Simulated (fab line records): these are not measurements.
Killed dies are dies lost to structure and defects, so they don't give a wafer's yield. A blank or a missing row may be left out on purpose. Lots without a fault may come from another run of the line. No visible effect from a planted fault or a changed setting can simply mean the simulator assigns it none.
fab line records / flow nandHarc
[record] lots = 14 wafers = 42 lastDay = 33
route steps=1302 shown A_CONTACT@1016 THIN_TSV@1264 END@1302
lots with no fault: from the same line, run without faults
startH: hours from the record's opening day to when the first of the lot's shown wafers began / waitH: hours since the lot's step before / " repeats the value in the row above / L1.1+2: one row covering several wafers at once / - no value, or no start was given / * or withheld: withheld / < > ~ a bound
route shown NAME@n: a module of which the file shows steps, and the number in the route of the first / usual: mean/standard deviation of fault-free wafers / same: alike in all rows / chamber/n: place in a boat / sites: the reading at each site / _std_site: the values' standard deviation / _edge_site: outer sites' mean less inner sites' / radiusMm: how far each site lies from the wafer's centre / mask NAME#n: copy n / behind: the last tool/chamber to shape the wafer / hold: why the lot was held/for how many hours/how that ended / device: names the non-switching transistor (n, p or np) / end of line: tests of these same wafers at the route's end / step lacking rows: just its recipe / killed: the dies lost at the first sort to structure and to defects; this is not the yield of the wafer / map: per-die view of a wafer (x killed, . not killed, _ where there is no die)
set.NAME: the setting that was run; set.NAME@STEP: the one run at that earlier step / model.NAME: the simulator's own value behind a step, which no gauge read
steps of the route over a sample of lots; a table a step, a row a wafer
services: the hour from which a tool's chamber was out of use, counted from the record's first day as startH (under 0 if before that day), plus the number of hours and why
[[steps]]
[step NHARC_A_CONTACT_ETCH_122]
[recipe] sourceW = withheld pressureMtorr = 20 biasV = 3000 timeS = 190 targetDepthA = 18500 arFlowSccm = withheld c4f8FlowSccm = withheld o2FlowSccm = withheld chemistry = C4F8/O2/Ar
[same] timeS = 190
lot.wafer=L674.1 tool=harCapEtch-03 chamber=0 startH=508.14 waitH=0.1 rfHoursCounterH=41
lot.wafer=L674.2 tool=harCapEtch-03 chamber=1 startH=508.14 waitH=0.1 rfHoursCounterH=41
lot.wafer=L674.5 tool=harCapEtch-03 chamber=1 startH=508.14 waitH=0.1 rfHoursCounterH=-
lot.wafer=L673.1 tool=harCapEtch-02 chamber=1 startH=508.55 waitH=0.1 rfHoursCounterH=85
lot.wafer=L673.4 tool=harCapEtch-02 chamber=1 startH=508.55 waitH=0.1 rfHoursCounterH=-
lot.wafer=L673.6 tool=harCapEtch-02 chamber=0 startH=508.55 waitH=0.1 rfHoursCounterH=-
lot.wafer=L675.2 tool=harCapEtch-02 chamber=0 startH=527.66 waitH=0.1 rfHoursCounterH=89
lot.wafer=L675.1 tool=harCapEtch-02 chamber=1 startH=527.66 waitH=0.1 rfHoursCounterH=89
lot.wafer=L675.3 tool=harCapEtch-02 chamber=0 startH=527.66 waitH=0.1 rfHoursCounterH=-
lot.wafer=L676.1 tool=harCapEtch-03 chamber=1 startH=541.96 waitH=0.1 rfHoursCounterH=48
lot.wafer=L676.2 tool=harCapEtch-03 chamber=0 startH=541.96 waitH=0.1 rfHoursCounterH=48
lot.wafer=L676.5 tool=harCapEtch-03 chamber=0 startH=541.96 waitH=0.1 rfHoursCounterH=-
lot.wafer=L678.1 tool=harCapEtch-03 chamber=1 startH=554.01 waitH=0.1 rfHoursCounterH=50
lot.wafer=L678.5 tool=harCapEtch-03 chamber=1 startH=554.01 waitH=0.1 rfHoursCounterH=-
lot.wafer=L678.6 tool=harCapEtch-03 chamber=0 startH=554.01 waitH=0.1 rfHoursCounterH=-
lot.wafer=L681.2 tool=harCapEtch-03 chamber=0 startH=566.40 waitH=0.1 rfHoursCounterH=55
lot.wafer=L681.1 tool=harCapEtch-03 chamber=1 startH=566.40 waitH=0.1 rfHoursCounterH=55
lot.wafer=L681.6 tool=harCapEtch-03 chamber=0 startH=566.40 waitH=0.1 rfHoursCounterH=-
lot.wafer=L682.1 tool=harCapEtch-01 chamber=1 startH=585.34 waitH=0.1 rfHoursCounterH=15
lot.wafer=L682.2 tool=harCapEtch-01 chamber=0 startH=585.34 waitH=0.1 rfHoursCounterH=15
lot.wafer=L682.6 tool=harCapEtch-01 chamber=1 startH=585.34 waitH=0.1 rfHoursCounterH=-
lot.wafer=L683.3 tool=harCapEtch-01 chamber=1 startH=597.70 waitH=0.1 rfHoursCounterH=-
lot.wafer=L683.4 tool=harCapEtch-01 chamber=0 startH=597.70 waitH=0.1 rfHoursCounterH=-
lot.wafer=L683.5 tool=harCapEtch-01 chamber=1 startH=597.70 waitH=0.1 rfHoursCounterH=-
lot.wafer=L684.2 tool=harCapEtch-01 chamber=0 startH=612.82 waitH=0.1 rfHoursCounterH=20
lot.wafer=L684.4 tool=harCapEtch-01 chamber=0 startH=612.82 waitH=0.1 rfHoursCounterH=-
lot.wafer=L684.6 tool=harCapEtch-01 chamber=1 startH=612.82 waitH=0.1 rfHoursCounterH=-
lot.wafer=L685.4 tool=harCapEtch-03 chamber=0 startH=617.03 waitH=0.1 rfHoursCounterH=-
lot.wafer=L685.3 tool=harCapEtch-03 chamber=1 startH=617.03 waitH=0.1 rfHoursCounterH=-
lot.wafer=L685.6 tool=harCapEtch-03 chamber=1 startH=617.03 waitH=0.1 rfHoursCounterH=-
lot.wafer=L686.1 tool=harCapEtch-01 chamber=1 startH=632.61 waitH=0.2 rfHoursCounterH=24
lot.wafer=L686.4 tool=harCapEtch-01 chamber=1 startH=632.61 waitH=0.2 rfHoursCounterH=-
lot.wafer=L686.3 tool=harCapEtch-01 chamber=0 startH=632.61 waitH=0.2 rfHoursCounterH=-
lot.wafer=L688.1 tool=harCapEtch-02 chamber=0 startH=634.92 waitH=0.1 rfHoursCounterH=111
lot.wafer=L688.4 tool=harCapEtch-02 chamber=1 startH=634.92 waitH=0.1 rfHoursCounterH=-
lot.wafer=L688.3 tool=harCapEtch-02 chamber=0 startH=634.92 waitH=0.1 rfHoursCounterH=-
lot.wafer=L693.1 tool=harCapEtch-01 chamber=0 startH=697.05 waitH=0.1 rfHoursCounterH=35
lot.wafer=L693.2 tool=harCapEtch-01 chamber=1 startH=697.05 waitH=0.1 rfHoursCounterH=35
lot.wafer=L693.5 tool=harCapEtch-01 chamber=0 startH=697.05 waitH=0.1 rfHoursCounterH=-
lot.wafer=L695.2 tool=harCapEtch-01 chamber=0 startH=706.17 waitH=0.1 rfHoursCounterH=38
lot.wafer=L695.3 tool=harCapEtch-01 chamber=1 startH=706.17 waitH=0.1 rfHoursCounterH=-
lot.wafer=L695.4 tool=harCapEtch-01 chamber=0 startH=706.17 waitH=0.1 rfHoursCounterH=-
[step NHARC_THIN_TSV_CD_MEAS_16]
[usual] cdNm = 998/3.1
lot.wafer=L674.1 tool=cdSem-01 chamber=- startH=554.85 waitH=0.1 cdNm=996
lot.wafer=L674.2 tool=cdSem-01 chamber=- startH=554.85 waitH=0.1 cdNm=997
lot.wafer=L674.5 tool=cdSem-01 chamber=- startH=554.85 waitH=0.1 cdNm=998
lot.wafer=L673.1 tool=cdSem-01 chamber=- startH=560.63 waitH=0.1 cdNm=999
lot.wafer=L673.4 tool=cdSem-01 chamber=- startH=560.63 waitH=0.1 cdNm=999
lot.wafer=L673.6 tool=cdSem-01 chamber=- startH=560.63 waitH=0.1 cdNm=994
lot.wafer=L675.1 tool=cdSem-01 chamber=- startH=578.02 waitH=0.1 cdNm=1003
lot.wafer=L675.2 tool=cdSem-01 chamber=- startH=578.02 waitH=0.1 cdNm=1001
lot.wafer=L675.3 tool=cdSem-01 chamber=- startH=578.02 waitH=0.1 cdNm=1001
lot.wafer=L676.1 tool=cdSem-03 chamber=- startH=605.13 waitH=0.1 cdNm=998
lot.wafer=L676.2 tool=cdSem-03 chamber=- startH=605.13 waitH=0.1 cdNm=995
lot.wafer=L676.5 tool=cdSem-03 chamber=- startH=605.13 waitH=0.1 cdNm=998
lot.wafer=L678.1 tool=cdSem-01 chamber=- startH=610.03 waitH=0.1 cdNm=992
lot.wafer=L678.5 tool=cdSem-01 chamber=- startH=610.03 waitH=0.1 cdNm=996
lot.wafer=L678.6 tool=cdSem-01 chamber=- startH=610.03 waitH=0.1 cdNm=999
lot.wafer=L681.1 tool=cdSem-01 chamber=- startH=622.64 waitH=0.1 cdNm=998
lot.wafer=L681.2 tool=cdSem-01 chamber=- startH=622.64 waitH=0.1 cdNm=996
lot.wafer=L681.6 tool=cdSem-01 chamber=- startH=622.64 waitH=0.1 cdNm=996
lot.wafer=L682.1 tool=cdSem-03 chamber=- startH=637.49 waitH=0.1 cdNm=998
lot.wafer=L682.2 tool=cdSem-03 chamber=- startH=637.49 waitH=0.1 cdNm=998
lot.wafer=L682.6 tool=cdSem-03 chamber=- startH=637.49 waitH=0.1 cdNm=993
lot.wafer=L683.3 tool=cdSem-02 chamber=- startH=649.21 waitH=0.1 cdNm=1000
lot.wafer=L683.4 tool=cdSem-02 chamber=- startH=649.21 waitH=0.1 cdNm=1000
lot.wafer=L683.5 tool=cdSem-02 chamber=- startH=649.21 waitH=0.1 cdNm=1001
lot.wafer=L685.3 tool=cdSem-02 chamber=- startH=666.65 waitH=0.1 cdNm=997
lot.wafer=L685.4 tool=cdSem-02 chamber=- startH=666.65 waitH=0.1 cdNm=1003
lot.wafer=L685.6 tool=cdSem-02 chamber=- startH=666.65 waitH=0.1 cdNm=999
lot.wafer=L684.2 tool=cdSem-02 chamber=- startH=667.80 waitH=0.1 cdNm=998
lot.wafer=L684.4 tool=cdSem-02 chamber=- startH=667.80 waitH=0.1 cdNm=994
lot.wafer=L684.6 tool=cdSem-02 chamber=- startH=667.80 waitH=0.1 cdNm=999
lot.wafer=L686.1 tool=cdSem-02 chamber=- startH=691.28 waitH=0.1 cdNm=998
lot.wafer=L686.3 tool=cdSem-02 chamber=- startH=691.28 waitH=0.1 cdNm=998
lot.wafer=L686.4 tool=cdSem-02 chamber=- startH=691.28 waitH=0.1 cdNm=996
lot.wafer=L688.1 tool=cdSem-01 chamber=- startH=693.97 waitH=0.1 cdNm=1004
lot.wafer=L688.3 tool=cdSem-01 chamber=- startH=693.97 waitH=0.1 cdNm=1000
lot.wafer=L688.4 tool=cdSem-01 chamber=- startH=693.97 waitH=0.1 cdNm=1003
lot.wafer=L693.1 tool=cdSem-01 chamber=- startH=756.81 waitH=0.1 cdNm=995
lot.wafer=L693.2 tool=cdSem-01 chamber=- startH=756.81 waitH=0.1 cdNm=996
lot.wafer=L693.5 tool=cdSem-01 chamber=- startH=756.81 waitH=0.1 cdNm=994
lot.wafer=L695.2 tool=cdSem-03 chamber=- startH=764.06 waitH=0.1 cdNm=996
lot.wafer=L695.3 tool=cdSem-03 chamber=- startH=764.06 waitH=0.1 cdNm=995
lot.wafer=L695.4 tool=cdSem-03 chamber=- startH=764.06 waitH=0.1 cdNm=998
[step NHARC_THIN_TSV_STRIP_45]
[recipe] powerW = 1500 tempC = 250 chemistry = O2
[usual] drypumpMotorCurrentA = 5.68/0.2 heaterPowerW = 312/31
lot.wafer=L674.2 tool=plasmaAsher-02 chamber=0 startH=554.93 waitH=0.1 drypumpMotorCurrentA=5.47 heaterPowerW=293 rfHoursCounterH=24
lot.wafer=L674.1 tool=plasmaAsher-02 chamber=1 startH=554.93 waitH=0.1 drypumpMotorCurrentA=5.94 heaterPowerW=336 rfHoursCounterH=24
lot.wafer=L674.5 tool=plasmaAsher-02 chamber=0 startH=554.93 waitH=0.1 drypumpMotorCurrentA=5.48 heaterPowerW=293 rfHoursCounterH=-
lot.wafer=L673.1 tool=plasmaAsher-02 chamber=1 startH=560.75 waitH=0.1 drypumpMotorCurrentA=5.96 heaterPowerW=339 rfHoursCounterH=25
lot.wafer=L673.4 tool=plasmaAsher-02 chamber=1 startH=560.75 waitH=0.1 drypumpMotorCurrentA=5.93 heaterPowerW=335 rfHoursCounterH=-
lot.wafer=L673.6 tool=plasmaAsher-02 chamber=0 startH=560.75 waitH=0.1 drypumpMotorCurrentA=5.47 heaterPowerW=293 rfHoursCounterH=-
lot.wafer=L675.1 tool=plasmaAsher-01 chamber=1 startH=578.09 waitH=0.1 drypumpMotorCurrentA=5.58 heaterPowerW=336 rfHoursCounterH=10
lot.wafer=L675.2 tool=plasmaAsher-01 chamber=0 startH=578.09 waitH=0.1 drypumpMotorCurrentA=5.63 heaterPowerW=270 rfHoursCounterH=10
lot.wafer=L675.3 tool=plasmaAsher-01 chamber=1 startH=578.09 waitH=0.1 drypumpMotorCurrentA=5.57 heaterPowerW=339 rfHoursCounterH=-
lot.wafer=L676.2 tool=plasmaAsher-01 chamber=0 startH=605.21 waitH=0.1 drypumpMotorCurrentA=5.65 heaterPowerW=278 rfHoursCounterH=16
lot.wafer=L676.1 tool=plasmaAsher-01 chamber=1 startH=605.21 waitH=0.1 drypumpMotorCurrentA=5.57 heaterPowerW=344 rfHoursCounterH=16
lot.wafer=L676.5 tool=plasmaAsher-01 chamber=1 startH=605.21 waitH=0.1 drypumpMotorCurrentA=5.60 heaterPowerW=349 rfHoursCounterH=-
lot.wafer=L678.1 tool=plasmaAsher-01 chamber=1 startH=610.15 waitH=0.1 drypumpMotorCurrentA=5.58 heaterPowerW=353 rfHoursCounterH=17
lot.wafer=L678.5 tool=plasmaAsher-01 chamber=0 startH=610.15 waitH=0.1 drypumpMotorCurrentA=5.64 heaterPowerW=274 rfHoursCounterH=-
lot.wafer=L678.6 tool=plasmaAsher-01 chamber=1 startH=610.15 waitH=0.1 drypumpMotorCurrentA=5.58 heaterPowerW=345 rfHoursCounterH=-
lot.wafer=L681.2 tool=plasmaAsher-02 chamber=0 startH=622.71 waitH=0.1 drypumpMotorCurrentA=5.47 heaterPowerW=278 rfHoursCounterH=3
lot.wafer=L681.1 tool=plasmaAsher-02 chamber=1 startH=622.71 waitH=0.1 drypumpMotorCurrentA=5.93 heaterPowerW=336 rfHoursCounterH=3
lot.wafer=L681.6 tool=plasmaAsher-02 chamber=1 startH=622.71 waitH=0.1 drypumpMotorCurrentA=5.96 heaterPowerW=350 rfHoursCounterH=-
lot.wafer=L682.2 tool=plasmaAsher-02 chamber=1 startH=637.57 waitH=0.1 drypumpMotorCurrentA=5.93 heaterPowerW=341 rfHoursCounterH=6
lot.wafer=L682.1 tool=plasmaAsher-02 chamber=0 startH=637.57 waitH=0.1 drypumpMotorCurrentA=5.50 heaterPowerW=280 rfHoursCounterH=6
lot.wafer=L682.6 tool=plasmaAsher-02 chamber=0 startH=637.57 waitH=0.1 drypumpMotorCurrentA=5.50 heaterPowerW=275 rfHoursCounterH=-
lot.wafer=L683.4 tool=plasmaAsher-01 chamber=1 startH=649.38 waitH=0.2 drypumpMotorCurrentA=5.56 heaterPowerW=333 rfHoursCounterH=-
lot.wafer=L683.3 tool=plasmaAsher-01 chamber=0 startH=649.38 waitH=0.2 drypumpMotorCurrentA=5.65 heaterPowerW=271 rfHoursCounterH=-
lot.wafer=L683.5 tool=plasmaAsher-01 chamber=1 startH=649.38 waitH=0.2 drypumpMotorCurrentA=5.58 heaterPowerW=344 rfHoursCounterH=-
lot.wafer=L685.3 tool=plasmaAsher-02 chamber=1 startH=666.81 waitH=0.2 drypumpMotorCurrentA=5.96 heaterPowerW=343 rfHoursCounterH=-
lot.wafer=L685.4 tool=plasmaAsher-02 chamber=0 startH=666.81 waitH=0.2 drypumpMotorCurrentA=5.46 heaterPowerW=283 rfHoursCounterH=-
lot.wafer=L685.6 tool=plasmaAsher-02 chamber=1 startH=666.81 waitH=0.2 drypumpMotorCurrentA=5.94 heaterPowerW=337 rfHoursCounterH=-
lot.wafer=L684.2 tool=plasmaAsher-02 chamber=1 startH=667.92 waitH=0.1 drypumpMotorCurrentA=5.98 heaterPowerW=350 rfHoursCounterH=12
lot.wafer=L684.4 tool=plasmaAsher-02 chamber=0 startH=667.92 waitH=0.1 drypumpMotorCurrentA=5.48 heaterPowerW=284 rfHoursCounterH=-
lot.wafer=L684.6 tool=plasmaAsher-02 chamber=0 startH=667.92 waitH=0.1 drypumpMotorCurrentA=5.46 heaterPowerW=287 rfHoursCounterH=-
lot.wafer=L686.1 tool=plasmaAsher-02 chamber=1 startH=691.36 waitH=0.1 drypumpMotorCurrentA=5.93 heaterPowerW=342 rfHoursCounterH=17
lot.wafer=L686.3 tool=plasmaAsher-02 chamber=1 startH=691.36 waitH=0.1 drypumpMotorCurrentA=5.93 heaterPowerW=339 rfHoursCounterH=-
lot.wafer=L686.4 tool=plasmaAsher-02 chamber=0 startH=691.36 waitH=0.1 drypumpMotorCurrentA=5.47 heaterPowerW=277 rfHoursCounterH=-
lot.wafer=L688.1 tool=plasmaAsher-02 chamber=0 startH=694.09 waitH=0.1 drypumpMotorCurrentA=5.46 heaterPowerW=289 rfHoursCounterH=17
lot.wafer=L688.3 tool=plasmaAsher-02 chamber=1 startH=694.09 waitH=0.1 drypumpMotorCurrentA=5.93 heaterPowerW=337 rfHoursCounterH=-
lot.wafer=L688.4 tool=plasmaAsher-02 chamber=0 startH=694.09 waitH=0.1 drypumpMotorCurrentA=5.48 heaterPowerW=280 rfHoursCounterH=-
lot.wafer=L693.2 tool=plasmaAsher-02 chamber=0 startH=757.16 waitH=0.3 drypumpMotorCurrentA=5.48 heaterPowerW=283 rfHoursCounterH=30
lot.wafer=L693.1 tool=plasmaAsher-02 chamber=1 startH=757.16 waitH=0.3 drypumpMotorCurrentA=5.93 heaterPowerW=343 rfHoursCounterH=30
lot.wafer=L693.5 tool=plasmaAsher-02 chamber=0 startH=757.16 waitH=0.3 drypumpMotorCurrentA=5.51 heaterPowerW=282 rfHoursCounterH=-
lot.wafer=L695.2 tool=plasmaAsher-02 chamber=1 startH=764.33 waitH=0.3 drypumpMotorCurrentA=5.92 heaterPowerW=331 rfHoursCounterH=32
lot.wafer=L695.3 tool=plasmaAsher-02 chamber=0 startH=764.33 waitH=0.3 drypumpMotorCurrentA=5.47 heaterPowerW=282 rfHoursCounterH=-
lot.wafer=L695.4 tool=plasmaAsher-02 chamber=1 startH=764.33 waitH=0.3 drypumpMotorCurrentA=5.90 heaterPowerW=339 rfHoursCounterH=-
[step NHARC_THIN_TSV_PVD_51]
[recipe] targetThkA = 1000 chamberPressurePa = 5 material = Cu
[usual] chamberPressurePa = 4.998/0.011 throttleValvePct = 29.4/0.85
lot.wafer=L674.1 tool=pvdSputter-03 chamber=- startH=- waitH=- chamberPressurePa=4.985 throttleValvePct=29.2
lot.wafer=L674.2 tool=pvdSputter-03 chamber=- startH=- waitH=- chamberPressurePa=5.009 throttleValvePct=28.8
lot.wafer=L674.5 tool=pvdSputter-03 chamber=- startH=- waitH=- chamberPressurePa=4.995 throttleValvePct=29.9
lot.wafer=L673.1 tool=pvdSputter-01 chamber=- startH=- waitH=- chamberPressurePa=4.992 throttleValvePct=27.8
lot.wafer=L673.4 tool=pvdSputter-01 chamber=- startH=- waitH=- chamberPressurePa=4.988 throttleValvePct=29.7
lot.wafer=L673.6 tool=pvdSputter-01 chamber=- startH=- waitH=- chamberPressurePa=4.979 throttleValvePct=28.0
lot.wafer=L675.2 tool=pvdSputter-01 chamber=- startH=- waitH=- chamberPressurePa=4.989 throttleValvePct=28.6
lot.wafer=L675.1 tool=pvdSputter-01 chamber=- startH=- waitH=- chamberPressurePa=5.000 throttleValvePct=28.9
lot.wafer=L675.3 tool=pvdSputter-01 chamber=- startH=- waitH=- chamberPressurePa=5.016 throttleValvePct=27.7
lot.wafer=L676.1 tool=pvdSputter-01 chamber=- startH=- waitH=- chamberPressurePa=5.013 throttleValvePct=27.9
lot.wafer=L676.2 tool=pvdSputter-01 chamber=- startH=- waitH=- chamberPressurePa=4.996 throttleValvePct=29.3
lot.wafer=L676.5 tool=pvdSputter-01 chamber=- startH=- waitH=- chamberPressurePa=5.021 throttleValvePct=27.8
lot.wafer=L678.1 tool=pvdSputter-02 chamber=- startH=- waitH=- chamberPressurePa=4.976 throttleValvePct=30.9
lot.wafer=L678.6 tool=pvdSputter-02 chamber=- startH=- waitH=- chamberPressurePa=5.002 throttleValvePct=30.2
lot.wafer=L678.5 tool=pvdSputter-02 chamber=- startH=- waitH=- chamberPressurePa=4.996 throttleValvePct=28.7
lot.wafer=L681.2 tool=pvdSputter-01 chamber=- startH=- waitH=- chamberPressurePa=5.003 throttleValvePct=29.3
lot.wafer=L681.1 tool=pvdSputter-01 chamber=- startH=- waitH=- chamberPressurePa=5.004 throttleValvePct=29.0
lot.wafer=L681.6 tool=pvdSputter-01 chamber=- startH=- waitH=- chamberPressurePa=5.006 throttleValvePct=29.1
lot.wafer=L682.1 tool=pvdSputter-03 chamber=- startH=- waitH=- chamberPressurePa=5.000 throttleValvePct=30.0
lot.wafer=L682.2 tool=pvdSputter-03 chamber=- startH=- waitH=- chamberPressurePa=5.004 throttleValvePct=29.9
lot.wafer=L682.6 tool=pvdSputter-03 chamber=- startH=- waitH=- chamberPressurePa=4.994 throttleValvePct=30.0
lot.wafer=L683.4 tool=pvdSputter-03 chamber=- startH=- waitH=- chamberPressurePa=5.011 throttleValvePct=29.0
lot.wafer=L683.3 tool=pvdSputter-03 chamber=- startH=- waitH=- chamberPressurePa=5.009 throttleValvePct=29.9
lot.wafer=L683.5 tool=pvdSputter-03 chamber=- startH=- waitH=- chamberPressurePa=5.003 throttleValvePct=30.0
lot.wafer=L685.4 tool=pvdSputter-03 chamber=- startH=- waitH=- chamberPressurePa=5.008 throttleValvePct=29.0
lot.wafer=L685.3 tool=pvdSputter-03 chamber=- startH=- waitH=- chamberPressurePa=5.005 throttleValvePct=29.7
lot.wafer=L685.6 tool=pvdSputter-03 chamber=- startH=- waitH=- chamberPressurePa=4.991 throttleValvePct=29.0
lot.wafer=L684.2 tool=pvdSputter-03 chamber=- startH=- waitH=- chamberPressurePa=4.991 throttleValvePct=29.9
lot.wafer=L684.4 tool=pvdSputter-03 chamber=- startH=- waitH=- chamberPressurePa=4.979 throttleValvePct=29.3
lot.wafer=L684.6 tool=pvdSputter-03 chamber=- startH=- waitH=- chamberPressurePa=4.990 throttleValvePct=29.0
lot.wafer=L686.1 tool=pvdSputter-01 chamber=- startH=- waitH=- chamberPressurePa=4.997 throttleValvePct=29.1
lot.wafer=L686.3 tool=pvdSputter-01 chamber=- startH=- waitH=- chamberPressurePa=4.996 throttleValvePct=28.2
lot.wafer=L686.4 tool=pvdSputter-01 chamber=- startH=- waitH=- chamberPressurePa=4.979 throttleValvePct=29.5
lot.wafer=L688.3 tool=pvdSputter-03 chamber=- startH=- waitH=- chamberPressurePa=4.991 throttleValvePct=29.6
lot.wafer=L688.4 tool=pvdSputter-03 chamber=- startH=- waitH=- chamberPressurePa=4.995 throttleValvePct=28.9
lot.wafer=L688.1 tool=pvdSputter-03 chamber=- startH=- waitH=- chamberPressurePa=4.973 throttleValvePct=29.8
lot.wafer=L693.2 tool=pvdSputter-03 chamber=- startH=- waitH=- chamberPressurePa=5.001 throttleValvePct=30.2
lot.wafer=L693.1 tool=pvdSputter-03 chamber=- startH=- waitH=- chamberPressurePa=4.988 throttleValvePct=28.9
lot.wafer=L693.5 tool=pvdSputter-03 chamber=- startH=- waitH=- chamberPressurePa=5.004 throttleValvePct=30.0
lot.wafer=L695.4 tool=pvdSputter-03 chamber=- startH=- waitH=- chamberPressurePa=4.990 throttleValvePct=29.2
lot.wafer=L695.3 tool=pvdSputter-03 chamber=- startH=- waitH=- chamberPressurePa=5.002 throttleValvePct=29.9
lot.wafer=L695.2 tool=pvdSputter-03 chamber=- startH=- waitH=- chamberPressurePa=5.007 throttleValvePct=30.1
[step NHARC_END_SORT_01]
[recipe] tempC = 25
[usual] killedAtArray = 47/18 killedAtOther = 0.9/1.1 killedAtPeriphery = 4/3.1 killedDies = 52/18 killedOpen = 3.1/1.5 killedShort = 2.4/1.5
[same] grossDies = 677
lot.wafer=L693.1 tool=prober-02 chamber=0 startH=774.18 waitH=2.5 killedAtArray=122 killedAtOther=1 killedAtPeriphery=8 killedDies=131 killedOpen=3 killedShort=1
lot.wafer=L693.2 tool=prober-02 chamber=0 startH=774.97 waitH=2.8 killedAtArray=49 killedAtOther=4 killedAtPeriphery=1 killedDies=54 killedOpen=6 killedShort=2
lot.wafer=L693.5 tool=prober-02 chamber=0 startH=777.34 waitH=3.7 killedAtArray=130 killedAtOther=2 killedAtPeriphery=5 killedDies=137 killedOpen=3 killedShort=1
lot.wafer=L695.2 tool=prober-01 chamber=0 startH=788.88 waitH=2.8 killedAtArray=115 killedAtOther=0 killedAtPeriphery=2 killedDies=117 killedOpen=0 killedShort=0
lot.wafer=L695.3 tool=prober-01 chamber=0 startH=789.68 waitH=3.1 killedAtArray=35 killedAtOther=0 killedAtPeriphery=6 killedDies=41 killedOpen=1 killedShort=1
lot.wafer=L695.4 tool=prober-01 chamber=0 startH=790.48 waitH=3.4 killedAtArray=118 killedAtOther=0 killedAtPeriphery=10 killedDies=128 killedOpen=4 killedShort=1
// killed by level:class
L693.1 A_CONTACT:unspecified=78 A_SLIT:chamberFilmFlake=23 A_CHANNEL_HOLE_D1:chamberFilmFlake=5 A_STAIRCASE:chamberFilmFlake=5 A_CONTACT:chamberFilmFlake=3 P_ZERO_WELL:chamberFilmFlake=2 P_M2:chamberFilmFlake=2 A_ZERO_WELL:chamberFilmFlake=2
L693.2 A_SLIT:chamberFilmFlake=23 A_STAIRCASE:chamberFilmFlake=6 A_CHANNEL_HOLE_D1:chamberFilmFlake=5 A_CHANNEL_HOLE_D2:chamberFilmFlake=4 THIN_TSV:chamberFilmFlake=3 A_CHANNEL_FILL_D1:geometricParticle:open=2 A_WL_FILL:chamberFilmFlake=2 P_M0:geometricParticle:open=1
L693.5 A_CONTACT:unspecified=81 A_SLIT:chamberFilmFlake=17 A_CHANNEL_HOLE_D1:chamberFilmFlake=13 A_CHANNEL_HOLE_D2:chamberFilmFlake=5 A_STAIRCASE:chamberFilmFlake=4 P_M2:chamberFilmFlake=2 A_CHANNEL_FILL_D1:chamberFilmFlake=2 A_SGD_CUT:chamberFilmFlake=2
L695.2 A_CONTACT:unspecified=72 A_CHANNEL_HOLE_D2:chamberFilmFlake=24 A_CHANNEL_HOLE_D1:chamberFilmFlake=7 A_SLIT:chamberFilmFlake=4 A_ZERO_WELL:chamberFilmFlake=2 A_SGD_CUT:chamberFilmFlake=2 A_CONTACT:chamberFilmFlake=2 P_M2:chamberFilmFlake=1
L695.3 A_CHANNEL_HOLE_D2:chamberFilmFlake=15 A_CHANNEL_HOLE_D1:chamberFilmFlake=8 A_CONTACT:chamberFilmFlake=5 P_M2:chamberFilmFlake=4 A_SLIT:chamberFilmFlake=4 P_CONTACT:geometricParticle:open=1 A_CHANNEL_HOLE_D1:geometricParticle:short=1 P_M0:chamberFilmFlake=1
L695.4 A_CONTACT:unspecified=76 A_CHANNEL_HOLE_D2:chamberFilmFlake=17 A_CHANNEL_HOLE_D1:chamberFilmFlake=10 A_SLIT:chamberFilmFlake=7 P_M2:chamberFilmFlake=6 P_GATE:chamberFilmFlake=2 A_ZERO_WELL:chamberFilmFlake=2 A_CONTACT:chamberFilmFlake=2
[[services]]
tool=pvdSputter-03 chamber=- startH=484.63 hours=1.2 kind=repair
tool=harCapEtch-01 chamber=- startH=497.00 hours=17.0 kind=pm
tool=harCapEtch-01 chamber=0 startH=497.00 hours=17.0 kind=ventCycle
tool=harCapEtch-01 chamber=1 startH=497.00 hours=17.0 kind=ventCycle
tool=pvdSputter-02 chamber=- startH=507.69 hours=1.9 kind=repair
tool=harCapEtch-01 chamber=0 startH=514.00 hours=- kind=clean
tool=plasmaAsher-01 chamber=- startH=519.78 hours=9.0 kind=pm
tool=pvdSputter-03 chamber=- startH=526.08 hours=10.0 kind=pm
tool=harCapEtch-02 chamber=- startH=575.92 hours=1.2 kind=repair
tool=pvdSputter-01 chamber=- startH=582.00 hours=10.0 kind=pm
tool=harCapEtch-02 chamber=- startH=592.77 hours=0.2 kind=repair
tool=plasmaAsher-02 chamber=- startH=603.00 hours=9.0 kind=pm
tool=plasmaAsher-02 chamber=0 startH=603.00 hours=9.0 kind=ventCycle
tool=plasmaAsher-02 chamber=1 startH=603.00 hours=9.0 kind=ventCycle
tool=pvdSputter-02 chamber=- startH=603.37 hours=4.7 kind=repair
tool=plasmaAsher-02 chamber=0 startH=612.00 hours=- kind=clean
tool=plasmaAsher-02 chamber=1 startH=612.00 hours=- kind=clean
tool=pvdSputter-02 chamber=- startH=638.00 hours=10.0 kind=pm
tool=pvdSputter-02 chamber=- startH=648.99 hours=3.2 kind=repair
tool=plasmaAsher-01 chamber=- startH=697.01 hours=9.0 kind=pm
tool=pvdSputter-03 chamber=- startH=704.08 hours=10.0 kind=pm
tool=plasmaAsher-01 chamber=- startH=753.84 hours=14.1 kind=repair
tool=harCapEtch-02 chamber=- startH=754.00 hours=17.0 kind=pm
tool=pvdSputter-01 chamber=- startH=760.00 hours=10.0 kind=pm
[[key]]
[firstSign] step = NHARC_END_SORT_01 reading = killedAtArray direction = up sigmas = 4.2 usual = 47 struck = 121
[effect] step = NHARC_END_SORT_01 reading = killedDies direction = up sigmas = 4.2 usual = 52 struck = 128
[moreKillsBornAt] NHARC_A_CONTACT_ETCH_122@harCapEtch-01 = 306
metAt NHARC_A_CONTACT_ETCH_122
struckLots L693,L695
struckWafers L693.1,L693.5,L695.2,L695.4
testerLeftOut L693,L695
notActingAt NHARC_THIN_TSV_CD_MEAS_16,NHARC_THIN_TSV_STRIP_45,NHARC_THIN_TSV_PVD_51
onsetBetween 632.61 697.05
[fault] kind = chamberParticleSource tool = harCapEtch-01 chamber = 0 onsetH = 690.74 steps = NHARC_A_CONTACT_ETCH_122 ratePerVisitCm2 = 0.56398 endH = 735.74
// testerLeftOut: of these lots the tester's yield and bins aren't shown, on N5 and GAA mostly nor the transistor test; their killed dies are dies lost to structure and defects alone, not to doping, threshold or leakage, so they don't give the yield
